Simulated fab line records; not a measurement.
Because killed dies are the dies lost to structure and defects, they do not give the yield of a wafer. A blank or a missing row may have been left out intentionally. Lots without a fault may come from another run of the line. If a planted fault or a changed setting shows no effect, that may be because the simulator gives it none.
Matching of chambers || flow n5Finfet || N5_BEOL_M14_ETCH_67 on rieDiel-03: 4 sister chambers
The step etches SiARC in CF4, target depth 143 nm, time 238.3 s. 16 wafers are shown with their chamber, then 8 later ones without.

== WAFERS PAIRED WITH THEIR CHAMBERS ==
{"wafer": "L368.2", "chamber": 0, "throttleValvePct (%)": 15.09, "showerheadPlenumPTorr (Torr)": 2.10, "oesProductAu (a.u.)": 0.77}
{"wafer": "L368.3", "chamber": 2, "throttleValvePct (%)": 15.61, "showerheadPlenumPTorr (Torr)": 2.03, "oesProductAu (a.u.)": 0.59}
{"wafer": "L368.6", "chamber": 1, "throttleValvePct (%)": 15.64, "showerheadPlenumPTorr (Torr)": 2.20, "oesProductAu (a.u.)": 0.60}
{"wafer": "L372.1", "chamber": 2, "throttleValvePct (%)": 15.60, "showerheadPlenumPTorr (Torr)": 2.02, "oesProductAu (a.u.)": 0.60}
{"wafer": "L372.2", "chamber": 0, "throttleValvePct (%)": 15.10, "showerheadPlenumPTorr (Torr)": 2.10, "oesProductAu (a.u.)": 0.77}
{"wafer": "L372.5", "chamber": 1, "throttleValvePct (%)": 15.65, "showerheadPlenumPTorr (Torr)": 2.20, "oesProductAu (a.u.)": 0.59}
{"wafer": "L374.1", "chamber": 1, "throttleValvePct (%)": 15.65, "showerheadPlenumPTorr (Torr)": 2.19, "oesProductAu (a.u.)": 0.60}
{"wafer": "L374.3", "chamber": 3, "throttleValvePct (%)": 15.50, "showerheadPlenumPTorr (Torr)": 2.11, "oesProductAu (a.u.)": 0.80}
{"wafer": "L374.5", "chamber": 1, "throttleValvePct (%)": 15.64, "showerheadPlenumPTorr (Torr)": 2.19, "oesProductAu (a.u.)": 0.59}
{"wafer": "L376.3", "chamber": 1, "throttleValvePct (%)": 15.66, "showerheadPlenumPTorr (Torr)": 2.19, "oesProductAu (a.u.)": 0.59}
{"wafer": "L376.4", "chamber": 0, "throttleValvePct (%)": 15.12, "showerheadPlenumPTorr (Torr)": 2.10, "oesProductAu (a.u.)": 0.76}
{"wafer": "L376.5", "chamber": 2, "throttleValvePct (%)": 15.62, "showerheadPlenumPTorr (Torr)": 2.02, "oesProductAu (a.u.)": 0.60}
{"wafer": "L380.1", "chamber": 2, "throttleValvePct (%)": 15.65, "showerheadPlenumPTorr (Torr)": 2.02, "oesProductAu (a.u.)": 0.59}
{"wafer": "L380.3", "chamber": 0, "throttleValvePct (%)": 15.15, "showerheadPlenumPTorr (Torr)": 2.09, "oesProductAu (a.u.)": 0.74}
{"wafer": "L380.5", "chamber": 3, "throttleValvePct (%)": 15.52, "showerheadPlenumPTorr (Torr)": 2.10, "oesProductAu (a.u.)": 0.78}
{"wafer": "L381.2", "chamber": 3, "throttleValvePct (%)": 15.51, "showerheadPlenumPTorr (Torr)": 2.10, "oesProductAu (a.u.)": 0.77}

SIGNATURES, as means of the wafers listed above
{"reading": "throttleValvePct", "chamber 0": 15.1150, "chamber 1": 15.6480, "chamber 2": 15.6200, "chamber 3": 15.5100, "scatter within a chamber": 0.0182}
{"reading": "showerheadPlenumPTorr", "chamber 0": 2.0975, "chamber 1": 2.1940, "chamber 2": 2.0225, "chamber 3": 2.1033, "scatter within a chamber": 0.0053}
{"reading": "oesProductAu", "chamber 0": 0.7600, "chamber 1": 0.5940, "chamber 2": 0.5950, "chamber 3": 0.7833, "scatter within a chamber": 0.0104}
Rule: for each reading, subtract the chamber's mean from the wafer's reading, divide by that reading's scatter and square the result; add these up over the readings and take the root, which gives the wafer's distance from the chamber. The wafer belongs to the nearest chamber; if the next one is less than 2 further off, it can't be placed. The scatter: take each reading less its chamber's mean, square it, sum over the shown wafers, divide by the number of wafers less the number of chambers, and take the root.

== WAFERS WITH NO CHAMBER GIVEN ==
{"wafer": "L381.4", "throttleValvePct (%)": 15.14, "showerheadPlenumPTorr (Torr)": 2.09, "oesProductAu (a.u.)": 0.74}
{"wafer": "L381.5", "throttleValvePct (%)": 15.17, "showerheadPlenumPTorr (Torr)": 2.09, "oesProductAu (a.u.)": 0.73}
{"wafer": "L389.2", "throttleValvePct (%)": 15.20, "showerheadPlenumPTorr (Torr)": 2.08, "oesProductAu (a.u.)": 0.71}
{"wafer": "L389.4", "throttleValvePct (%)": 15.58, "showerheadPlenumPTorr (Torr)": 2.09, "oesProductAu (a.u.)": 0.73}
{"wafer": "L389.6", "throttleValvePct (%)": 15.20, "showerheadPlenumPTorr (Torr)": 2.08, "oesProductAu (a.u.)": 0.71}
{"wafer": "L390.1", "throttleValvePct (%)": 15.59, "showerheadPlenumPTorr (Torr)": 2.09, "oesProductAu (a.u.)": 0.73}
{"wafer": "L390.5", "throttleValvePct (%)": 15.21, "showerheadPlenumPTorr (Torr)": 2.08, "oesProductAu (a.u.)": 0.70}
{"wafer": "L390.6", "throttleValvePct (%)": 15.60, "showerheadPlenumPTorr (Torr)": 2.09, "oesProductAu (a.u.)": 0.73}

== WHICH CHAMBER EACH ONE RAN IN ==
{"wafer": "L381.4", "from the rows above": 0, "in truth": 0}
{"wafer": "L381.5", "from the rows above": 0, "in truth": 0}
{"wafer": "L389.2", "from the rows above": 0, "in truth": 0}
{"wafer": "L389.4", "from the rows above": 3, "in truth": 3}
{"wafer": "L389.6", "from the rows above": 0, "in truth": 0}
{"wafer": "L390.1", "from the rows above": 3, "in truth": 3}
{"wafer": "L390.5", "from the rows above": 0, "in truth": 0}
{"wafer": "L390.6", "from the rows above": 3, "in truth": 3}
8 of 8 placed correctly. From these rows, 0 cannot be placed. Number placed wrongly: 0.
